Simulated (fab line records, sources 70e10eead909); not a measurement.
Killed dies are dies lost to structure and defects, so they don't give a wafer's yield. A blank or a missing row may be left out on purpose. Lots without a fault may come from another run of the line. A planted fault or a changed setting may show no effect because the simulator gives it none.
Which tool did it? | flow nand_harc | 24 lots, 72 wafers sampled, at 1 step of a route of 1159

WHAT THE GAUGES READ, wafer by wafer
NHARC_P_GATE_CD_MEAS_91: target cd 2000 nm.
lot  | measured     | on        | cd_nm (nm)
L074 | day 5 11:01  | cd_sem-01 | 1999.1 2004.2 1998.7
L075 | day 5 16:47  | cd_sem-01 | 2000.6 1997.6 2000.0
L076 | day 5 17:46  | cd_sem-02 | 2002.3 1999.2 2001.1
L077 | day 6 08:59  | cd_sem-03 | 2000.3 1999.4 1996.4
L078 | day 6 09:19  | cd_sem-03 | 1999.1 1997.5 1999.8
L079 | day 6 14:53  | cd_sem-01 | 2001.2 2000.4 1999.3
L080 | day 7 01:58  | cd_sem-01 | 1999.5 1998.8 2000.5
L082 | day 7 06:59  | cd_sem-02 | 1997.7 1998.7 1997.7
L081 | day 7 11:07  | cd_sem-02 | 2003.6 2000.6 2000.7
L083 | day 7 14:59  | cd_sem-01 | 1998.2 2002.0 1999.5
L084 | day 7 21:57  | cd_sem-03 | 1999.9 2000.0 2001.9
L085 | day 8 05:44  | cd_sem-03 | 2000.4 2001.6 1999.7
L086 | day 8 14:31  | cd_sem-01 | 1999.8 1998.2 2000.2
L087 | day 8 15:17  | cd_sem-02 | 2003.9 2001.9 1998.8
L088 | day 8 22:33  | cd_sem-01 | 1998.0 2000.4 1998.9
L089 | day 8 22:53  | cd_sem-02 | 2001.0 1999.5 2000.7
L090 | day 9 10:59  | cd_sem-01 | 2002.2 1999.2 1999.5
L091 | day 9 11:20  | cd_sem-01 | 2001.8 2002.0 1997.9
L094 | day 10 04:37 | cd_sem-02 | 1998.6 2001.2 2001.7
L092 | day 10 05:11 | cd_sem-03 | 2002.6 2002.8 1999.7
L093 | day 10 05:28 | cd_sem-01 | 1999.6 1997.3 1997.8
L095 | day 10 16:05 | cd_sem-03 | 1999.3 2000.3 2001.3
L096 | day 10 21:56 | cd_sem-01 | 1999.7 1998.6 1998.8
L097 | day 11 06:28 | cd_sem-02 | 2002.3 2003.7 2001.1

WHICH TOOL RAN EACH LOT (tool, then ch and the chambers of the sampled wafers, then the start)
The record holds no process step before these readings.

WHAT THE TOOLS THEMSELVES READ (means of the sampled wafers that have a number; where no wafer has one, the mark that the record gives instead)
The record holds no such reading with a usual standard deviation.

THE ANSWER, worked out from the rows above alone
Rule: what is usual is taken from the lots themselves. Put in order of their means at a reading, lots are off if they are a third of the lots or fewer, leave a main group of 4 or more, and stand apart from it by a gap of 3 or more times the standard deviation of the main group's means; of several such gaps the widest counts. A main group whose means are all the same, to the digits that the tables above print for the reading, isn't used. A lot without any number at a reading at which 4 lots or more have one is off too. The other lots that the step has rows for count as sound. The gauges are gone through in route order, then the tools' own readings, and for those a lot's mean is taken as printed above. The first step at which some lot is off is used, and at that step the reading that is off furthest; a lot without a number counts as furthest.
No lot is off at any reading shown: from this, nothing can be told.

WHAT THE SIMULATOR HAD PUT IN
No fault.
